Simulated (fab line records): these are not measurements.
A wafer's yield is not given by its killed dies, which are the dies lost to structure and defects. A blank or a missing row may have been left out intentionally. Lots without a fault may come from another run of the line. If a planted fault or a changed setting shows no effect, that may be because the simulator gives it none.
Lot-split experiment	flow n5Finfet	route with 1938 steps; 7 lots, 21 wafers read

ABOUT THE SPLIT
At N5_BEOL_M14_PEB_26 (peb time 90 s), the setting pebTempC was moved away from the recipe's 130 C on 5 of the 21 wafers read, by -2.5% to +2.3%. This setting was run at the recipe's value on the other wafers.

FROM THE SPLIT TO THE READING: what the file shows between them, 2 steps
- N5_BEOL_M14_DEVELOP_27: develop time 45 s (also split here: developTimeS)
- N5_BEOL_M14_HARDBAKE_32: time 120 s

THE READING
Shown in nm: cdNm at N5_BEOL_M14_CD_MEAS_28, with target cd 284.4 nm. Typical for fault-free wafers on this fab line: 284.8 nm, with standard deviation 1.4 nm.

wafer	tool, chamber at the split	pebTempC as run, C	against the recipe	cdNm, nm	against lot-mates on the recipe
L076.1	lithoTrack-03, 0	130	recipe	284.9	-
L076.3	lithoTrack-03, 0	128.8	-0.9%	278.4	-6.5
L076.4	lithoTrack-03, 0	128.8	-0.9%	277.2	-7.7
L075.1	lithoTrack-02, 0	126.8	-2.5%	267.2	-19.8
L075.3	lithoTrack-02, 0	130	recipe	287.0	-
L075.5	lithoTrack-02, 0	126.8	-2.5%	265.9	-21.1
L077.2	lithoTrack-05, 0	130	recipe	282.5	-
L077.3	lithoTrack-05, 0	133	+2.3%	294.0	+10.8
L077.6	lithoTrack-05, 0	130	recipe	283.9	-
L079.4	lithoTrack-02, 0	130	recipe	287.0	-
L079.5	lithoTrack-02, 0	130	recipe	285.0	-
L079.6	lithoTrack-02, 0	130	recipe	285.1	-
L080.1	lithoTrack-05, 0	130	recipe	284.9	-
L080.3	lithoTrack-05, 0	130	recipe	285.6	-
L080.4	lithoTrack-05, 0	130	recipe	285.3	-
L082.4	lithoTrack-03, 0	130	recipe	288.2	-
L082.5	lithoTrack-03, 0	130	recipe	284.8	-
L082.6	lithoTrack-03, 0	130	recipe	286.1	-
L088.2	lithoTrack-02, 0	130	recipe	286.3	-
L088.4	lithoTrack-02, 0	130	recipe	286.3	-
L088.5	lithoTrack-02, 0	130	recipe	284.3	-

THE FIT
A straight line over all 21 wafers: cdNm changes by +6.45 nm for each +1% of pebTempC; r = +0.95; the points scatter about the line by 2.1 nm.
The same after taking each lot's own level away (the mean of its wafers on the recipe; 21 wafers): +7.1 nm for each +1%; r = +0.97; scatter 1.7 nm.
On that fit, the largest move of pebTempC shifts the reading by 17 nm.
The span of the lots' own levels, 283.20 to 287.00 nm, comes to 2.7 times the standard deviation stated above.
The two slopes are in agreement: the lot-to-lot level therefore moves the slope only a little.
Check: with one of the wafers moved furthest among these (-2.5%) left out of the fit, the line predicts -17.3 nm for it against its lot-mates. It came out at -19.8 nm against them.

OTHER SPLITS ON THESE WAFERS
Note: prior to the reading, these wafers also went through further splits. Each is held against what the fit with the lots' levels taken away leaves over:
other split on the same wafers	wafers away from the commonest value	r with cdNm (lot level and that fit taken away)
N5_BEOL_M11_COAT_22 spinRpm	4	-0.08
N5_BEOL_M12_COAT_04 spinRpm	9	+0.06
N5_BEOL_M12_SPUTTER_44 timeS	4	-0.02
N5_BEOL_M14_DEVELOP_27 developTimeS	3	+0.45

THE WHOLE CHAIN: every reading that the file lists as answering this split, in the file's order
step	what it does	reading	change (the file's fit)	r (the file's)
N5_BEOL_M14_CD_MEAS_28	target cd 284.4 nm	cdNm	+6.69 nm for each +1% of the setting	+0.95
N5_BEOL_M14_DESCUM_33	chemistry O2, time 7.9 s	BEOL_M14.cdNm (the simulator's own value, which no gauge read)	+6.57 nm for each +1% of the setting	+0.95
N5_BEOL_M14_ETCH_67	etches SiARC in CF4, target depth 143 nm, time 238.3 s	BEOL_M14.cdNm (the simulator's own value, which no gauge read)	+6.68 nm for each +1% of the setting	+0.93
N5_BEOL_M14_ETCH_68	etches SOC in N2/H2, time 450 s	BEOL_M14.cdNm (the simulator's own value, which no gauge read)	+6.84 nm for each +1% of the setting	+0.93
N5_BEOL_M14_TRENCH_ETCH_34	etches SiO2 in C4F8/O2/Ar, target depth 556.65 nm, time 126.9 s	BEOL_M14.cdNm (the simulator's own value, which no gauge read)	+6.91 nm for each +1% of the setting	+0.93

FILE'S OWN FIT
cdNm changes by +6.69 nm for each +1% of pebTempC, r = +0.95.
